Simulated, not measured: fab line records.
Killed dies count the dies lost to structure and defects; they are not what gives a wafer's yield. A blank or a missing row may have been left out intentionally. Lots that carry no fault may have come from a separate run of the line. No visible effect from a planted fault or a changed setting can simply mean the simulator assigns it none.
Matching of chambers + flow nand-harc + pecvd-02 running NHARC_A_STAIRCASE_DEP_259: 3 sister chambers
The step deposits SiON, target thk 30 nm. 14 wafers are shown with their chamber, then 7 later ones without.

## WAFERS PAIRED WITH THEIR CHAMBERS
| wafer  | chamber | heater-power-outer-w (W) | heater-power-w (W) | susceptor-temp-C (C) |
|--------|---------|--------------------------|--------------------|----------------------|
| L075.1 | 0       | 472                      | 763                | 399.81               |
| L075.2 | 1       | 396                      | 696                | 400.12               |
| L075.5 | 1       | 402                      | 697                | 400.37               |
| L074.1 | 1       | 467                      | 794                | 400.08               |
| L074.4 | 0       | 443                      | 778                | 399.89               |
| L074.6 | 1       | 487                      | 786                | 400.24               |
| L083.1 | 2       | 450                      | 781                | 399.76               |
| L083.2 | 0       | 525                      | 858                | 399.84               |
| L083.6 | 2       | 437                      | 767                | 399.94               |
| L086.3 | 1       | 477                      | 795                | 399.93               |
| L086.4 | 2       | 454                      | 759                | 399.84               |
| L086.6 | 0       | 513                      | 853                | 400.21               |
| L088.1 | 0       | 486                      | 793                | 399.73               |
| L088.3 | 1       | 439                      | 757                | 399.67               |

SIGNATURES (means of the wafers above)
| reading              | chamber 0 | chamber 1 | chamber 2 | scatter within a chamber |
|----------------------|-----------|-----------|-----------|--------------------------|
| heater-power-outer-w | 487.80    | 444.67    | 447.00    | 33                       |
| heater-power-w       | 809.00    | 754.17    | 769.00    | 41.4                     |
| susceptor-temp-C     | 399.8960  | 400.0683  | 399.8467  | 0.203                    |
Rule: a wafer's distance from a chamber is the root of the sum, over the readings, of the square of ((its reading less the chamber's mean) divided by the reading's scatter). If the next closest chamber is less than 2 further off than the closest, the wafer can't be placed; otherwise it belongs to the closest. The scatter: the root of (the sum of the squares of (reading less its chamber's mean) over the shown wafers, divided by (wafers less chambers)).

## WAFERS MISSING THEIR CHAMBER
| wafer  | heater-power-outer-w (W) | heater-power-w (W) | susceptor-temp-C (C) |
|--------|--------------------------|--------------------|----------------------|
| L088.4 | 445                      | 771                | 399.71               |
| L089.1 | 455                      | 757                | 399.92               |
| L089.3 | 452                      | 744                | 399.99               |
| L089.4 | 518                      | 859                | 399.87               |
| L096.2 | 394                      | 679                | 400.26               |
| L096.3 | 376                      | 670                | 399.71               |
| L096.4 | 390                      | 665                | 399.81               |

## THE CHAMBER EACH PASSED THROUGH
| wafer  | from the rows above          | in truth |
|--------|------------------------------|----------|
| L088.4 | can't be placed: 2 or 1 or 0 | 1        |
| L089.1 | can't be placed: 2 or 1 or 0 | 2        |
| L089.3 | can't be placed: 1 or 2 or 0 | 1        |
| L089.4 | can't be placed: 0 or 2 or 1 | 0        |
| L096.2 | can't be placed: 1 or 2      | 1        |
| L096.3 | can't be placed: 2 or 1 or 0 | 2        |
| L096.4 | can't be placed: 1 or 2 or 0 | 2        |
Correct placement for 0 of the 7. Cannot be placed on the basis of these rows: 7; the candidates contain the true chamber in 7. Wrongly placed: 0.
